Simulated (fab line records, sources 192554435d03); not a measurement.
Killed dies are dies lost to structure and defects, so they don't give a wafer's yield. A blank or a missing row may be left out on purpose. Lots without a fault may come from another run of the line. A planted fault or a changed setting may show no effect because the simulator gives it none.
fab line records | flow n5_finfet | part 2 of 2: steps 25 to 30 of 30
record lots=5 wafers=15 last_day=15
route steps=1938 shown BEOL_M10@1526 BEOL_M11@1536
lots that met no fault: from a run of the same line without faults
start_h: hours from the record's first day to the start of the lot's first wafer shown | wait_h: hours since the lot's step before | " the same as in the row above | L1.1+2: a row that stands for several wafers | - no value, or no start given | * or withheld: withheld | < > ~ a bound
route shown NAME@n: a module of which the file shows steps, and the number in the route of the first | usual: mean/standard deviation of fault-free wafers | same: alike in all rows | chamber/n: place in a boat | sites: the reading at each site | _std_site: their standard deviation | _edge_site: outer sites' mean less inner sites' | radius_mm: how far each site lies from the wafer's centre | mask NAME#n: copy n | behind: the tool/chamber that last shaped the wafer | hold: why the lot was held/for how many hours/how that ended | device: the transistor (n, p or np) that didn't switch | end of line: the same wafers' tests at the end of the route | a step without rows: its recipe alone | killed: dies lost to structure and defects at the first sort, not the wafer's yield | map: a wafer's dies, x killed, . not, _ none there
set.NAME: the setting as run; set.NAME@STEP: as run at that earlier step | model.NAME: the simulator's own value behind a step, which no gauge read
lots at some steps of the route; a table a step, a row a wafer
services: from which hour (start_h, from the record's first day; less than 0 if before it) a tool's chamber was out of use, for how many hours, and why
## steps
# step N5_BEOL_M11_OVL_MEAS_12
# recipe points_per_wafer=44
# usual M11_OVL=-0.3/0.69
# columns lot.wafer tool chamber start_h wait_h M11_OVL[nm]
L076.2 overlay-02 0 271.19 0.0 -1.1
L076.3 " 0 " " -0.3
L076.6 " 0 " " -1.2
L077.1 overlay-02 0 271.49 0.0 -0.7
L077.2 " 0 " " -1.4
L077.4 " 0 " " 0.0
L081.1 overlay-02 0 296.50 0.0 -0.4
L081.4 " 0 " " 0.7
L081.6 " 0 " " 0.3
L080.3 overlay-01 0 304.07 0.0 1.2
L080.4 " 0 " " 0.1
L080.5 " 0 " " -0.4
L085.1 overlay-02 0 310.80 0.0 0.3
L085.4 " 0 " " -0.8
L085.5 " 0 " " -0.1
# step N5_BEOL_M11_INSPECT_13
# recipe mode=adi inspect_instrument=brightfield
# usual raw_defect_count=376/92
# columns lot.wafer tool chamber start_h wait_h raw_defect_count
L076.2 defect_inspect-02 - 271.21 0.0 538
L076.3 " - " " 431
L076.6 " - " " 406
L077.1 defect_inspect-02 - 271.51 0.0 409
L077.2 " - " " 422
L077.4 " - " " 410
L081.1 defect_inspect-02 - 296.52 0.0 378
L081.4 " - " " 251
L081.6 " - " " 295
L080.3 defect_inspect-01 - 304.10 0.0 308
L080.4 " - " " 283
L080.5 " - " " 528
L085.1 defect_inspect-02 - 310.82 0.0 299
L085.4 " - " " 305
L085.5 " - " " 439
# step N5_BEOL_M11_DESCUM_16
# recipe chemistry=O2 time_s=7.9 source_power_w=50 bias_power_w=20 pressure_mtorr=20 rf_frequency_hz=2.712e+07 temp_c=40 resist=CAR-ArF o2_flow_sccm=225
# usual drypump_motor_current_A=5.7/0.37 oes_product_au=0.75/0.081 rf_fwd_power_W=49.41/0.23 rf_vpp_V=243.2/1.4 showerhead_plenum_p_Torr=2.10/0.072 throttle_valve_pct=20.68/0.19
# columns lot.wafer tool chamber start_h wait_h drypump_motor_current_A oes_product_au rf_fwd_power_W rf_hours_counter_h rf_vpp_V showerhead_plenum_p_Torr throttle_valve_pct
L076.2 rie_diel-02 2 271.34 0.1 5.7 0.69 49.51 217 241.3 2.04 20.65
L076.3 " 0 " " 5.8 0.83 49.64 75 242.1 2.04 20.11
L076.6 " 3 " " 5.0 0.91 49.15 - 245.8 2.24 20.64
L077.1 rie_diel-01 3 271.62 0.1 6.4 0.71 49.56 209 242.8 1.97 20.48
L077.2 " 2 " " 5.5 0.71 49.41 192 244.6 2.15 20.79
L077.4 " 1 " " 6.1 0.71 49.27 208 243.6 2.07 20.71
L081.1 rie_diel-01 0 296.88 0.4 5.7 0.69 49.58 222 242.1 2.09 20.82
L081.4 " 3 " " 6.4 0.70 49.96 217 242.2 1.97 20.51
L081.6 " 2 " " 5.5 0.71 49.32 - 243.7 2.15 20.80
L080.3 rie_diel-03 0 304.13 0.0 5.4 0.73 49.68 209 243.6 2.09 20.65
L080.4 " 1 " " 5.9 0.88 49.19 32 244.1 2.21 20.52
L080.5 " 0 " " 5.4 0.72 49.69 - 240.9 2.09 20.64
L085.1 rie_diel-01 0 310.85 0.0 5.8 0.69 49.35 228 242.1 2.09 20.84
L085.4 " 0 " " 5.7 0.69 49.60 - 244.5 2.09 20.87
L085.5 " 1 " " 6.1 0.71 49.24 - 242.5 2.07 20.72
# step N5_BEOL_M11_ETCH_61
# recipe chemistry=CF4 target=SiARC target_depth_a=390 mask_material=CAR-ArF time_s=65 ion_energy_ev=80 pressure_mtorr=40 source_w=545 bias_w=36 Ar_flow_sccm=100 cf4_flow_sccm=100 ends=cleared
# usual drypump_motor_current_A=5.7/0.37 etch_rf_on_time_s=64.5/1.1 oes_product_au=0.64/0.069 rf_fwd_power_W=538.7/2.4 rf_vpp_V=184.3/1.3 showerhead_plenum_p_Torr=2.14/0.067 throttle_valve_pct=15.86/0.21
# columns lot.wafer tool chamber start_h wait_h drypump_motor_current_A etch_rf_on_time_s oes_product_au rf_fwd_power_W rf_hours_counter_h rf_vpp_V showerhead_plenum_p_Torr throttle_valve_pct
L076.2 rie_diel-02 2 271.37 0.0 5.6 63.2 0.61 541.0 217 184.1 2.13 16.01
L076.3 " 0 " " 5.8 66.1 0.71 542.6 75 183.8 2.09 15.33
L076.6 " 3 " " 5.0 64.1 0.78 536.7 - 185.7 2.28 15.73
L077.1 rie_diel-01 3 271.65 0.0 6.5 63.6 0.61 539.4 209 182.9 2.04 15.77
L077.2 " 2 " " 5.5 63.6 0.62 538.1 192 185.6 2.20 16.05
L077.4 " 1 " " 6.0 65.6 0.61 537.2 208 182.8 2.12 15.90
L081.1 rie_diel-01 0 296.92 0.0 5.7 65.5 0.58 539.1 222 184.4 2.13 15.95
L081.4 " 3 " " 6.5 63.4 0.61 544.0 217 183.2 2.03 15.77
L081.6 " 2 " " 5.5 64.3 0.61 535.6 - 186.9 2.20 16.09
L080.3 rie_diel-03 0 304.16 0.0 5.4 65.0 0.61 541.2 209 183.4 2.12 15.76
L080.4 " 1 " " 5.9 63.2 0.75 536.3 32 185.1 2.25 15.60
L080.5 " 0 " " 5.4 64.7 0.61 538.1 - 183.8 2.12 15.75
L085.1 rie_diel-01 0 310.89 0.0 5.7 64.3 0.59 538.5 228 184.8 2.12 15.95
L085.4 " 0 " " 5.7 64.6 0.60 538.9 - 182.8 2.12 15.96
L085.5 " 1 " " 6.1 64.8 0.61 537.1 - 184.6 2.11 15.95
# step N5_BEOL_M11_ETCH_62
# recipe chemistry=N2/H2 target=SOC target_depth_a=1100 overetch_a=220 mask_material=SiARC temp_c=40 time_s=165 ion_energy_ev=200 pressure_mtorr=30 source_w=840 bias_w=150 n2_flow_sccm=200 h2_flow_sccm=200
# usual drypump_motor_current_A=5.7/0.38 oes_product_au=0.63/0.065 rf_fwd_power_W=837.9/2.5 rf_vpp_V=523.9/2.6 showerhead_plenum_p_Torr=2.55/0.083 throttle_valve_pct=18.11/0.19
# columns lot.wafer tool chamber start_h wait_h drypump_motor_current_A oes_product_au rf_fwd_power_W rf_hours_counter_h rf_vpp_V showerhead_plenum_p_Torr throttle_valve_pct
L076.2 rie_diel-02 2 271.42 0.0 5.7 0.59 837.7 217 522.7 2.51 18.19
L076.3 " 0 " " 5.8 0.70 836.7 75 522.5 2.48 17.53
L076.6 " 3 " " 5.0 0.77 835.4 - 528.3 2.69 17.83
L077.1 rie_diel-01 3 271.70 0.0 6.5 0.60 841.8 209 519.6 2.42 18.07
L077.2 " 2 " " 5.5 0.60 841.3 192 526.2 2.64 18.23
L077.4 " 1 " " 6.1 0.62 837.4 208 523.0 2.52 18.21
L081.1 rie_diel-01 0 296.97 0.0 5.8 0.59 838.8 222 524.7 2.53 18.20
L081.4 " 3 " " 6.4 0.60 841.4 217 519.8 2.42 18.08
L081.6 " 2 " " 5.5 0.60 839.4 - 526.7 2.63 18.24
L080.3 rie_diel-03 0 304.21 0.0 5.4 0.61 838.4 209 523.3 2.53 18.15
L080.4 " 1 " " 5.9 0.74 834.6 32 527.1 2.70 17.96
L080.5 " 0 " " 5.4 0.61 836.5 - 522.9 2.53 18.12
L085.1 rie_diel-01 0 310.94 0.0 5.7 0.58 838.5 228 523.4 2.52 18.21
L085.4 " 0 " " 5.7 0.58 838.6 - 524.0 2.52 18.19
L085.5 " 1 " " 6.1 0.61 842.0 - 523.3 2.52 18.26
# step N5_BEOL_M11_STRIP_68
# recipe chemistry=N2/H2 temp_c=40 n2_flow_sccm=200 h2_flow_sccm=200 rf_frequency_hz=6e+07
# columns lot.wafer tool chamber start_h wait_h
L076.2+3+6 rie_diel-02 2,0,3 271.56 0.1
L077.1+2+4 rie_diel-01 3,2,1 271.84 0.1
L081.1+4+6 rie_diel-01 0,3,2 297.10 0.1
L080.3+4+5 rie_diel-03 0,1,0 304.35 0.1
L085.1+4+5 rie_diel-01 0,0,1 311.07 0.1
## services
# columns tool chamber start_h hours kind
arfi_scanner-03 - 245.49 0.4 repair
arfi_scanner-02 - 247.00 1.3 pm
arfi_scanner-02 - 249.57 3.1 pm
pecvd-02 - 250.45 0.5 repair
uv_cure-03 - 254.35 7.5 pm
cvd_co-02 - 254.53 0.8 repair
arfi_scanner-02 - 255.48 0.5 repair
rie_diel-03 0 260.05 1.3 repair
arfi_scanner-01 - 261.01 1.5 repair
arfi_scanner-01 0 264.58 - calibration
cmp-01 - 271.38 4.5 repair
arfi_scanner-02 - 273.52 3.4 repair
uv_cure-02 - 274.02 7.5 pm
arfi_scanner-03 - 285.04 1.0 pm
arfi_scanner-02 - 286.04 0.8 pm
arfi_scanner-03 - 288.18 0.8 pm
arfi_scanner-01 - 288.73 1.0 pm
pecvd-04 - 289.15 1.3 repair
pecvd-04 - 292.24 0.7 repair
arfi_scanner-02 0 299.68 - calibration
cvd_co-02 1 301.81 3.3 repair
arfi_scanner-01 - 303.08 0.8 pm
arfi_scanner-03 - 305.54 4.8 pm
pecvd-01 1 308.21 9.5 repair
